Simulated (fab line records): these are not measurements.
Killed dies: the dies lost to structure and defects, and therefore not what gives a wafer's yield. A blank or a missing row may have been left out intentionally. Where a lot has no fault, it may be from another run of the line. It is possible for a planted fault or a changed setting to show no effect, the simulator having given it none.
Which of the tools did it? | flow n5Finfet | 6 lots (16 wafers sampled), 1 step of a 1938-step route

== WHAT EACH GAUGE READ, for each wafer ==
N5_BEOL_M13_OVL_MEAS_11.
lot  | measured     | on         | V12_OVL (nm)
L664 | day 11 11:40 | overlay-02 | -5 -2 -7
L665 | day 12 04:03 | overlay-01 | -3 1
L666 | day 12 12:08 | overlay-01 | 6 -2
L675 | day 14 03:36 | overlay-01 | -3 -3 4
L676 | day 14 11:13 | overlay-01 | -2 0 -3
L680 | day 15 19:29 | overlay-02 | 0 1 -4

== WHICH TOOL RAN EACH LOT (tool, then ch and the chambers of the sampled wafers, then the start) ==
The record holds no process step before these readings.

== THE ANSWER, worked out from the rows above alone ==
Rule: the lots themselves supply what counts as usual. The widest of any qualifying gaps counts: lots, ordered by their means at a reading, are off when they make up no more than a third of the lots, leave a main group of 4 or more, and stand apart from it by 3 or more times the standard deviation of that group's means. If all means in a main group match to the digits the tables above print for the reading, that group is not used. A lot without any number at a reading at which 4 lots or more have one is off too. All remaining lots with rows at the step are treated as sound.
Across all readings shown, no lot is off: no conclusion can be drawn from this.

== WHAT WAS PUT IN BY THE SIMULATOR ==
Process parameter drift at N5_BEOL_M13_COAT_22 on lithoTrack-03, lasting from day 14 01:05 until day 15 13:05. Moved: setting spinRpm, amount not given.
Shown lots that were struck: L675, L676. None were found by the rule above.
